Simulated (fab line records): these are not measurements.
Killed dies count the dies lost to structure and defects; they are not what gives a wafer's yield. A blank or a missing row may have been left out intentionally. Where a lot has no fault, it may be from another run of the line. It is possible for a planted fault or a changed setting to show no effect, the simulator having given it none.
Chamber matching ; flow nand_harc ; pecvd-04 running NHARC_P_M2_PRE_CLEAN_32: 3 sister chambers
The step time 12 s. 6 wafers are shown with their chamber, then 8 later ones without.

WAFERS, EACH WITH ITS CHAMBER
wafer;chamber;heater_power_w (W)
L085.1;1;667
L085.2;0;620
L085.6;0;613
L085.4;1;663
L085.5;2;554
L090.2;2;549

WAFERS WITHOUT THEIR CHAMBER
wafer;heater_power_w (W)
L090.3;621
L090.6;554
L094.1;550
L094.2;537
L094.5;556
L097.2;656
L097.3;532
L097.6;566

CHAMBER TAKEN BY EACH
wafer;from the rows above;in truth
L090.3;0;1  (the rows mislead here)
L090.6;2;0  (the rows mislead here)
L094.1;2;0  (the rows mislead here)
L094.2;2;2
L094.5;2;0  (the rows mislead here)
L097.2;1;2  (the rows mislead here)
L097.3;2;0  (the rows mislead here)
L097.6;2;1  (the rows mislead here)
Correct placement for 1 of the 8. From these rows, 0 cannot be placed. Placed wrongly: 7.
How it was worked out, from the rows above alone: a wafer's distance from a chamber is the root of the sum, over the readings, of the square of ((its reading less the chamber's mean) divided by the reading's scatter). The wafer belongs to the nearest chamber; if the next one is less than 2 further off, it can't be placed. The mean given for a chamber averages the wafers shown for that chamber. The scatter is the square root of a quotient: the sum, over the shown wafers, of each reading's squared deviation from its chamber's mean, divided by wafers minus chambers.
